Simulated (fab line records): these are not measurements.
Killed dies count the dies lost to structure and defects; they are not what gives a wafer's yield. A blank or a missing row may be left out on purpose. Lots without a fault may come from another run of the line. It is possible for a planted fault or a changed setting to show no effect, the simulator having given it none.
fab line records    flow n5_finfet
record lots=7  wafers=19  last_day=18
route steps=1938 shown BEOL_M14@1738 PASSIVATION@1936
lots untouched by any fault: they come from a run of this same line in which no faults occurred
start_h: start of the lot's first displayed wafer, in hours after the record's first day    wait_h: hours elapsed since this lot's preceding step    " as in the row above    L1.1+2: a row that stands for several wafers    - no value, or no start given    * or withheld: withheld    < > ~ a bound
route shown NAME@n: NAME is a module with steps in the file, n the number in the route of the first one    usual: average and standard deviation across the fault-free wafers    same: alike in all rows    chamber/n: place in a boat    sites: each site's reading    _std_site: the standard deviation of these    _edge_site: outer sites' mean less inner sites'    radius_mm: how far each site lies from the wafer's centre    mask NAME#n: copy n    behind: the tool/chamber that last shaped the wafer    hold: the reason the lot was held/the length of the hold in hours/how it ended    device: the transistor (n, p or np) that didn't switch    end of line: the route-end tests of the same wafers    a step given without rows: its recipe and nothing more    killed: dies lost to structure and defects at the first sort, not the wafer's yield    map: a wafer's dies, marking killed ones x, the rest . and places with no die _
set.NAME: setting as actually run; set.NAME@STEP: the setting as run at that earlier step    model.NAME: the simulator's own value behind a step, which no gauge read
lots seen at some steps along the route; tables by step, rows by wafer
services: from which hour (start_h, from the record's first day; less than 0 if before it) a tool's chamber was out of use, for how many hours, and why
## steps
# step N5_BEOL_M14_COAT_66
# recipe resist=SiARC  temp_c=220  time_s=60  spin_rpm=1500  resist_thk_nm=110
# step N5_BEOL_M14_COAT_22
# recipe spin_rpm=2888  resist_thk_nm=300
# step N5_BEOL_M14_EBR_24
# recipe solvent=PGMEA  ebr_width_mm=1.5
# step N5_BEOL_M14_SOFTBAKE_23
# recipe temp_c=130  time_s=60
# step N5_BEOL_M14_EXPOSE_25
# recipe mask_id=M14  na=0.8  source_shape=annular  sigma_inner=0.5  sigma_outer=0.8  polarization=unpolarized  target_cd_nm=280  dose_mj=26.6
# step N5_BEOL_M14_PEB_26
# recipe peb_temp_c=130  peb_time_s=90
# step N5_BEOL_M14_DEVELOP_27
# recipe develop_time_s=45  rinse_liquid=diw  dry=air_spin  dev_temp_c=21
# step N5_BEOL_M14_HARDBAKE_32
# recipe temp_c=130  time_s=120
# step N5_BEOL_M14_CD_MEAS_28
# recipe target_cd_nm=284.4  landing_energy_ev=500  detector=se_inlens
# usual cd_nm=283.7/1.6
lot.wafer  tool       chamber  start_h  wait_h  cd_nm
L315.1     cd_sem-01  0        241.83   -       281.5
L315.3     "          0        "        "       284.9
L315.5     "          0        "        "       281.6
L320.2     cd_sem-01  0        300.96   -       282.2
L320.5     "          0        "        "       283.4
L323.1     cd_sem-02  0        304.95   -       283.1
L323.2     "          0        "        "       284.6
L323.3     "          0        "        "       280.3
L325.1     cd_sem-02  0        320.04   -       284.4
L325.2     "          0        "        "       283.1
L331.2     cd_sem-02  0        361.17   -       285.6
L331.4     "          0        "        "       284.0
L331.6     "          0        "        "       284.3
L334.1     cd_sem-02  0        364.97   -       283.5
L334.4     "          0        "        "       284.0
L334.6     "          0        "        "       285.2
L337.3     cd_sem-01  0        406.83   -       284.8
L337.4     "          0        "        "       284.1
L337.6     "          0        "        "       286.6
# step N5_BEOL_M14_OVL_MEAS_29
# recipe points_per_wafer=44
# usual M14_OVL=2/5
lot.wafer  tool        chamber  start_h  wait_h  M14_OVL[nm]
L315.1     overlay-01  0        241.86   0.0     2
L315.3     "           0        "        "       12
L315.5     "           0        "        "       5
L320.2     overlay-02  0        300.99   0.0     1
L320.5     "           0        "        "       1
L323.1     overlay-02  0        304.98   0.0     3
L323.2     "           0        "        "       1
L323.3     "           0        "        "       3
L325.1     overlay-02  0        320.07   0.0     3
L325.2     "           0        "        "       2
L331.2     overlay-01  0        361.20   0.0     5
L331.4     "           0        "        "       9
L331.6     "           0        "        "       5
L334.1     overlay-01  0        365.01   0.0     7
L334.4     "           0        "        "       -1
L334.6     "           0        "        "       -3
L337.3     overlay-01  0        406.86   0.0     3
L337.4     "           0        "        "       -3
L337.6     "           0        "        "       1
# step N5_BEOL_M14_INSPECT_30
# recipe mode=adi  inspect_instrument=macro
# usual raw_defect_count=2.1/1.4
lot.wafer  tool               chamber  start_h  wait_h  raw_defect_count
L315.1     defect_inspect-01  -        241.88   0.0     1
L315.3     "                  -        "        "       3
L315.5     "                  -        "        "       3
L320.2     defect_inspect-01  -        301.02   0.0     3
L320.5     "                  -        "        "       2
L323.1     defect_inspect-01  -        305.01   0.0     0
L323.2     "                  -        "        "       1
L323.3     "                  -        "        "       5
L325.1     defect_inspect-02  -        320.09   0.0     2
L325.2     "                  -        "        "       3
L331.2     defect_inspect-02  -        361.22   0.0     5
L331.4     "                  -        "        "       1
L331.6     "                  -        "        "       5
L334.1     defect_inspect-01  -        365.03   0.0     1
L334.4     "                  -        "        "       5
L334.6     "                  -        "        "       3
L337.3     defect_inspect-01  -        406.88   0.0     3
L337.4     "                  -        "        "       3
L337.6     "                  -        "        "       1
# step N5_BEOL_M14_DESCUM_33
# recipe chemistry=O2  time_s=7.9  source_power_w=50  bias_power_w=20  pressure_mtorr=20  rf_frequency_hz=2.712e+07  temp_c=40  o2_flow_sccm=225
# usual drypump_motor_current_A=5.6/0.56  o2_flow_sccm=225.0/0.66  oes_product_au=0.81/0.086  rf_vpp_V=243.3/1.5  showerhead_plenum_p_Torr=2.09/0.074  temp_c=40.00/0.12  throttle_valve_pct=20.36/0.27
lot.wafer  tool         chamber  start_h  wait_h  drypump_motor_current_A  o2_flow_sccm  oes_product_au  rf_hours_counter_h  rf_vpp_V  showerhead_plenum_p_Torr  temp_c  throttle_valve_pct
L315.1     rie_diel-01  3        242.55   0.7     5.2                      225.2         0.94            14                  243.0     2.04                      39.94   20.14
L315.3     "            0        "        "       4.9                      224.1         0.79            131                 241.8     2.03                      40.25   20.65
L315.5     "            1        "        "       5.1                      224.6         0.73            -                   242.7     2.06                      40.05   20.31
L320.2     rie_diel-06  2        301.05   0.0     6.6                      225.8         0.92            35                  246.2     2.22                      39.87   20.11
L320.5     "            3        "        "       5.5                      224.2         0.90            -                   245.4     2.22                      40.13   20.35
L323.1     rie_diel-06  0        305.05   0.0     5.6                      225.5         0.74            204                 243.0     2.07                      40.13   20.45
L323.2     "            3        "        "       5.5                      224.5         0.91            13                  245.7     2.22                      40.02   20.34
L323.3     "            2        "        "       6.6                      224.9         0.93            36                  245.8     2.22                      40.14   20.13
L325.1     rie_diel-06  0        320.16   0.1     5.6                      225.5         0.73            209                 243.5     2.07                      39.97   20.44
L325.2     "            3        "        "       5.5                      224.9         0.89            18                  245.0     2.22                      39.99   20.38
L331.2     rie_diel-01  3        361.50   0.3     5.2                      224.8         0.86            56                  242.4     2.03                      40.19   20.20
L331.4     "            1        "        "       5.1                      225.3         0.69            224                 242.2     2.05                      40.01   20.38
L331.6     "            3        "        "       5.3                      225.3         0.86            -                   242.6     2.03                      40.05   20.20
L334.1     rie_diel-05  0        365.06   0.0     6.1                      224.8         0.80            106                 240.7     2.03                      40.24   20.23
L334.4     "            3        "        "       6.0                      225.2         0.95            8                   244.4     2.12                      40.07   20.41
L334.6     "            2        "        "       5.5                      224.7         0.86            -                   243.9     2.13                      39.75   20.11
L337.3     rie_diel-06  2        407.09   0.2     6.6                      224.7         0.88            68                  246.3     2.21                      39.99   20.18
L337.4     "            0        "        "       5.6                      225.6         0.71            237                 242.2     2.06                      39.93   20.51
L337.6     "            0        "        "       5.6                      224.3         0.72            -                   244.2     2.06                      39.84   20.49
# step N5_BEOL_M14_ETCH_67
# recipe chemistry=CF4  target=SiARC  target_depth_a=1430  time_s=238.3  ion_energy_ev=80  pressure_mtorr=40  source_w=545  bias_w=36  Ar_flow_sccm=100  cf4_flow_sccm=100  ends=cleared
# usual cf4_flow_sccm=100.0/0.31  drypump_motor_current_A=5.6/0.57  etch_rf_on_time_s=238/3.3  oes_product_au=0.69/0.071  rf_vpp_V=184.1/1.3  showerhead_plenum_p_Torr=2.15/0.075  throttle_valve_pct=15.55/0.29
lot.wafer  tool         chamber  start_h  wait_h  cf4_flow_sccm  drypump_motor_current_A  etch_rf_on_time_s  oes_product_au  rf_hours_counter_h  rf_vpp_V  showerhead_plenum_p_Torr  throttle_valve_pct
L315.1     rie_diel-01  3        242.59   0.0     99.6           5.2                      243                0.79            14                  184.8     2.09                      15.26
L315.3     "            0        "        "       99.9           4.9                      242                0.66            131                 180.9     2.06                      15.69
L315.5     "            1        "        "       100.0          5.1                      240                0.62            -                   183.2     2.13                      15.59
L320.2     rie_diel-06  2        301.09   0.0     100.2          6.6                      154                1.02            35                  185.8     2.28                      15.32
L320.5     "            3        "        "       99.8           5.5                      242                0.77            -                   186.5     2.27                      15.48
L323.1     rie_diel-06  0        305.09   0.0     100.3          5.6                      152                0.82            204                 183.8     2.14                      15.76
L323.2     "            3        "        "       99.6           5.5                      156                0.99            13                  185.2     2.27                      15.47
L323.3     "            2        "        "       100.7          6.7                      238                0.78            37                  184.4     2.27                      15.33
L325.1     rie_diel-06  0        320.19   0.0     100.5          5.6                      153                0.82            209                 183.2     2.14                      15.78
L325.2     "            3        "        "       100.5          5.5                      157                0.98            18                  185.9     2.27                      15.50
L331.2     rie_diel-01  3        361.54   0.0     99.9           5.2                      244                0.73            56                  182.6     2.08                      15.35
L331.4     "            1        "        "       100.1          5.1                      241                0.59            224                 185.1     2.11                      15.69
L331.6     "            3        "        "       100.0          5.2                      244                0.72            -                   184.0     2.08                      15.36
L334.1     rie_diel-05  0        365.10   0.0     100.2          6.1                      240                0.69            106                 183.2     2.08                      15.41
L334.4     "            3        "        "       99.9           6.1                      236                0.81            8                   183.7     2.18                      15.60
L334.6     "            2        "        "       99.9           5.5                      237                0.73            -                   183.8     2.16                      15.15
L337.3     rie_diel-06  2        407.12   0.0     99.6           6.6                      239                0.74            69                  185.9     2.26                      15.39
L337.4     "            0        "        "       100.5          5.6                      239                0.61            237                 183.9     2.13                      15.83
L337.6     "            0        "        "       100.1          5.6                      239                0.60            -                   183.6     2.13                      15.84
# step N5_BEOL_M14_ETCH_68
# recipe chemistry=N2/H2  target=SOC  mask_material=SiARC  source_w=3000  bias_w=350  temp_c=40  time_s=450  ion_energy_ev=200  pressure_mtorr=30  n2_flow_sccm=200  h2_flow_sccm=200
# usual drypump_motor_current_A=5.6/0.57  oes_product_au=0.81/0.087  rf_vpp_V=523.9/2.9  showerhead_plenum_p_Torr=2.55/0.1  temp_c=39.97/0.1  throttle_valve_pct=17.75/0.25
lot.wafer  tool         chamber  start_h  wait_h  drypump_motor_current_A  oes_product_au  rf_hours_counter_h  rf_vpp_V  showerhead_plenum_p_Torr  temp_c  throttle_valve_pct
L315.1     rie_diel-01  3        242.74   0.1     5.3                      0.95            14                  522.2     2.51                      39.93   17.65
L315.3     "            0        "        "       4.9                      0.78            131                 520.9     2.45                      39.96   17.88
L315.5     "            1        "        "       5.1                      0.72            -                   522.8     2.53                      40.04   17.76
L320.2     rie_diel-06  2        301.23   0.1     6.6                      0.91            35                  528.1     2.71                      40.06   17.52
L320.5     "            3        "        "       5.5                      0.91            -                   528.1     2.74                      40.09   18.01
L323.1     rie_diel-06  0        305.23   0.1     5.6                      0.73            204                 523.2     2.52                      39.96   17.76
L323.2     "            3        "        "       5.4                      0.91            13                  528.2     2.74                      39.84   18.03
L323.3     "            2        "        "       6.6                      0.92            37                  527.2     2.71                      40.11   17.54
L325.1     rie_diel-06  0        320.34   0.1     5.6                      0.72            209                 522.9     2.51                      40.07   17.77
L325.2     "            3        "        "       5.5                      0.89            18                  530.4     2.74                      40.08   18.03
L331.2     rie_diel-01  3        361.68   0.1     5.3                      0.87            56                  522.0     2.49                      39.92   17.71
L331.4     "            1        "        "       5.1                      0.69            224                 523.0     2.51                      40.11   17.84
L331.6     "            3        "        "       5.2                      0.87            -                   521.3     2.49                      39.97   17.71
L334.1     rie_diel-05  0        365.24   0.1     6.1                      0.81            106                 520.6     2.46                      39.98   17.55
L334.4     "            3        "        "       6.1                      0.94            8                   526.4     2.60                      40.02   17.79
L334.6     "            2        "        "       5.5                      0.85            -                   526.2     2.59                      40.00   17.54
L337.3     rie_diel-06  2        407.27   0.1     6.7                      0.87            69                  527.0     2.69                      40.09   17.58
L337.4     "            0        "        "       5.6                      0.72            237                 522.3     2.50                      40.14   17.83
L337.6     "            0        "        "       5.6                      0.71            -                   522.6     2.50                      39.97   17.82
# step N5_PASSIVATION_PROBE_49
# usual defect_limited_yield=91.2/1.4  killed_at_M0_to_M3=35/11  killed_at_M4_up=14/5.6  killed_at_contacts=12/5.6  killed_at_front_end=38/11  killed_at_other=4/3.4  killed_dies=103/17  killed_open=68/12  killed_short=33/8.8  sort_bin_5_function=5.1/0.89  sort_bin_6_memory=3.3/0.71  sort_n_pass=1077/17  sort_yield_pct=91.2/1.4
# same gross_dies=1180  killed_at_back_side=0  sort_bin_4_leakage[%]=0  sort_bin_8_speed[%]=0
lot.wafer  tool       chamber  start_h  wait_h  defect_limited_yield[%]  killed_at_M0_to_M3  killed_at_M4_up  killed_at_contacts  killed_at_front_end  killed_at_other  killed_dies  killed_open  killed_short  sort_bin_5_function[%]  sort_bin_6_memory[%]  sort_n_pass  sort_yield_pct[%]
L325.1     prober-01  -        352.61   0.0     94.2                     32                  5                8                   23                   1                69           40           27            3.8                     1.9                   1111         94.2
L325.2     prober-01  -        352.66   0.1     91.0                     54                  4                13                  30                   5                106          66           40            4.4                     4.2                   1074         91.0
L331.2     prober-01  -        391.01   0.1     91.2                     33                  18               15                  36                   2                104          67           35            5.3                     3.3                   1076         91.2
L331.4     prober-01  -        391.11   0.2     90.6                     23                  19               17                  48                   4                111          82           26            5.3                     3.7                   1069         90.6
L331.6     prober-01  -        391.21   0.3     90.2                     34                  20               17                  44                   1                116          76           39            6.0                     3.5                   1064         90.2
# killed by level:class
L325.1 BEOL_M0_SAQP:geometric_particle:short=12 DUMMY_GATE:geometric_particle:open=7 MOL_CONTACT_COAG:geometric_particle:open=5 BEOL_M1:geometric_particle:open=5 ILD0:geometric_particle:open=4 BEOL_M0_SAQP:geometric_particle:open=4 FIN_SAQP:geometric_particle:short=3 MOL_CONTACT_COAG:geometric_particle:short=3
L325.2 BEOL_M2:geometric_particle:open=11 BEOL_M1:geometric_particle:open=10 BEOL_M0_SAQP:geometric_particle:open=10 MOL_CONTACT_COAG:geometric_particle:open=8 FIN_SAQP:geometric_particle:open=7 BEOL_M0_SAQP:geometric_particle:short=7 FIN_SAQP:geometric_particle:short=5 MOL_CONTACT_COAG:geometric_particle:short=5
L331.2 MOL_CONTACT_COAG:geometric_particle:open=13 BEOL_M0_SAQP:geometric_particle:short=12 FIN_SAQP:geometric_particle:open=10 BEOL_M0_SAQP:geometric_particle:open=10 BEOL_M4:geometric_particle:short=9 BEOL_M3:geometric_particle:open=8 DUMMY_GATE:geometric_particle:open=7 GATE_CUT:geometric_particle:short=5
L331.4 FIN_SAQP:geometric_particle:open=24 MOL_CONTACT_COAG:geometric_particle:open=15 BEOL_M0_SAQP:geometric_particle:open=10 FIN_SAQP:geometric_particle:short=8 BEOL_M4:geometric_particle:open=5 BEOL_M0_SAQP:geometric_particle:short=5 DUMMY_GATE:geometric_particle:open=4 BEOL_M3:geometric_particle:open=4
L331.6 MOL_CONTACT_COAG:geometric_particle:open=16 FIN_SAQP:geometric_particle:short=13 BEOL_M0_SAQP:geometric_particle:open=12 BEOL_M0_SAQP:geometric_particle:short=9 STI_FIN_REVEAL:geometric_particle:open=7 BEOL_M4:geometric_particle:open=6 FIN_SAQP:geometric_particle:open=5 GATE_CUT:geometric_particle:open=5
## services
tool         chamber  start_h  hours  kind
rie_diel-05  1        219.55   -      clean
rie_diel-05  1        219.55   -      consumable_replace:focus_ring
rie_diel-05  1        219.55   26.5   scheduled_down
rie_diel-05  1        219.55   26.5   vent_cycle
rie_diel-05  -        220.37   0.1    repair
rie_diel-05  -        242.12   2.8    pm
rie_diel-05  0        249.32   13.7   repair
rie_diel-06  3        249.67   -      clean
rie_diel-06  3        249.67   -      consumable_replace:focus_ring
rie_diel-06  3        249.67   -      consumable_replace:showerhead
rie_diel-06  3        249.67   21.2   scheduled_down
rie_diel-06  3        249.67   21.2   vent_cycle
rie_diel-01  1        266.36   5.0    repair
rie_diel-05  3        319.94   -      clean
rie_diel-05  3        319.94   -      consumable_replace:focus_ring
rie_diel-05  3        319.94   23.7   scheduled_down
rie_diel-05  3        319.94   23.7   vent_cycle
rie_diel-06  -        323.83   2.8    pm
rie_diel-06  1        353.19   3.7    repair
rie_diel-01  0        368.40   6.1    repair
## key
first_sign step=N5_BEOL_M14_ETCH_67  reading=etch_rf_on_time_s  direction=down  sigmas=26  usual=*  struck=*
effect step=N5_BEOL_M14_ETCH_67  reading=oes_product_au  direction=up  sigmas=3.3  usual=0.69  struck=0.93
met_at N5_BEOL_M14_ETCH_67
struck_wafers L320.2,L323.1,L323.2,L325.1,L325.2
fault kind=process_parameter_drift  tool=rie_diel-06  chamber=-  onset_h=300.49  steps=N5_BEOL_M14_ETCH_67  channel=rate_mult  offset=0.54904  shape=step  end_h=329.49  scope=struck_wafers_only
